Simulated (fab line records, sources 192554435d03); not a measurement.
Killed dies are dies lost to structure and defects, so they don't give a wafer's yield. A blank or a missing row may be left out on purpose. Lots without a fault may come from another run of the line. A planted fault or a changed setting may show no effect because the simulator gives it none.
Which tool did it? | flow n5_finfet | 8 lots, 24 wafers sampled, at 6 steps of a route of 1938

WHAT THE GAUGES READ, wafer by wafer
N5_BEOL_M4_RS_MEAS_58: measures by four-point-probe.
lot  | measured     | on            | M4_RS (ohm/sq)
L104 | day 10 08:02 | film_metro-01 | 0.664 0.688 0.640
L105 | day 11 07:42 | film_metro-02 | 0.802 0.764 0.824
L106 | day 12 02:31 | film_metro-01 | 0.755 0.843 0.859
L116 | day 14 22:19 | film_metro-02 | 0.697 0.686 0.691
L115 | day 15 02:35 | film_metro-02 | 0.681 0.684 0.703
L113 | day 15 04:53 | film_metro-01 | 0.734 0.680 0.641
L119 | day 15 19:57 | film_metro-01 | 0.675 0.688 0.676
L118 | day 16 03:14 | film_metro-02 | 0.664 0.647 0.697

WHICH TOOL RAN EACH LOT (tool, then ch and the chambers of the sampled wafers, then the start)
lot  | N5_BEOL_M4_ANNEAL_91         | N5_BEOL_M4_ANNEAL_95         | N5_BEOL_M4_ANNEAL_51             | N5_BEOL_M4_CMP_52             | N5_BEOL_M4_DEP_57
L104 | pvd_sputter-03, day 10 06:23 | pvd_sputter-03, day 10 06:49 | rtp_anneal-02 ch 0, day 10 07:12 | cmp-04 ch 1,2,3, day 10 07:28 | pecvd-04 ch 1, day 10 07:58
L105 | pvd_sputter-01, day 11 06:04 | pvd_sputter-01, day 11 06:31 | rtp_anneal-02, day 11 06:53      | cmp-04 ch 2,3, day 11 07:11   | pecvd-04 ch 1,2, day 11 07:38
L106 | pvd_sputter-02, day 12 00:53 | pvd_sputter-02, day 12 01:20 | rtp_anneal-01, day 12 01:40      | cmp-02 ch 0,2,3, day 12 01:58 | pecvd-03 ch 0,2, day 12 02:28
L116 | pvd_sputter-02, day 14 20:29 | pvd_sputter-02, day 14 20:56 | rtp_anneal-02 ch 0, day 14 21:31 | cmp-04 ch 0,1,3, day 14 21:46 | pecvd-02 ch 0,1,2, day 14 22:15
L115 | pvd_sputter-03, day 15 00:16 | pvd_sputter-03, day 15 00:43 | rtp_anneal-02 ch 0, day 15 01:40 | cmp-02 ch 0,2,3, day 15 02:02 | pecvd-04 ch 0,2, day 15 02:31
L113 | pvd_sputter-03, day 15 03:10 | pvd_sputter-03, day 15 03:36 | rtp_anneal-02 ch 0, day 15 03:59 | cmp-01 ch 0,2,3, day 15 04:16 | pecvd-03 ch 0,1, day 15 04:47
L119 | pvd_sputter-01, day 15 16:18 | pvd_sputter-01, day 15 16:44 | rtp_anneal-02 ch 0, day 15 19:05 | cmp-01 ch 0,1,2, day 15 19:28 | pecvd-02 ch 0,1,2, day 15 19:53
L118 | pvd_sputter-03, day 16 00:19 | pvd_sputter-03, day 16 00:45 | rtp_anneal-02 ch 0, day 16 02:21 | cmp-01 ch 1,3, day 16 02:39   | pecvd-03 ch 0,2, day 16 03:09
- N5_BEOL_M4_ANNEAL_91: time 240 s.
- N5_BEOL_M4_ANNEAL_95: time 240 s.
- N5_BEOL_M4_ANNEAL_51: time 90 s.
- N5_BEOL_M4_CMP_52: polishes, stops on SiOC, t overpolish 6.8 s, target thk 40 nm.
- N5_BEOL_M4_DEP_57: deposits SiCN from 3MS/NH3, target thk 8 nm, time 14 s.

THE ANSWER, worked out from the rows above alone
Rule: what is usual is taken from the lots themselves. Put in order of their means at a reading, lots are off if they are a third of the lots or fewer, leave a main group of 4 or more, and stand apart from it by a gap of 3 or more times the standard deviation of the main group's means; of several such gaps the widest counts. A main group whose means are all the same, to the digits that the tables above print for the reading, isn't used. A lot without any number at a reading at which 4 lots or more have one is off too. The other lots that the step has rows for count as sound.
Off: L105, L106, at N5_BEOL_M4_RS_MEAS_58 (M4_RS). The main group: mean 0.680 ohm/sq, standard deviation 0.01.
A tool fits if, at a process step before that reading, it ran every lot that is off, and no sound lot after the first of them. The gauges at N5_BEOL_M4_RS_MEAS_58 are tried like those tools. None of those tried fits.

WHAT THE SIMULATOR HAD PUT IN
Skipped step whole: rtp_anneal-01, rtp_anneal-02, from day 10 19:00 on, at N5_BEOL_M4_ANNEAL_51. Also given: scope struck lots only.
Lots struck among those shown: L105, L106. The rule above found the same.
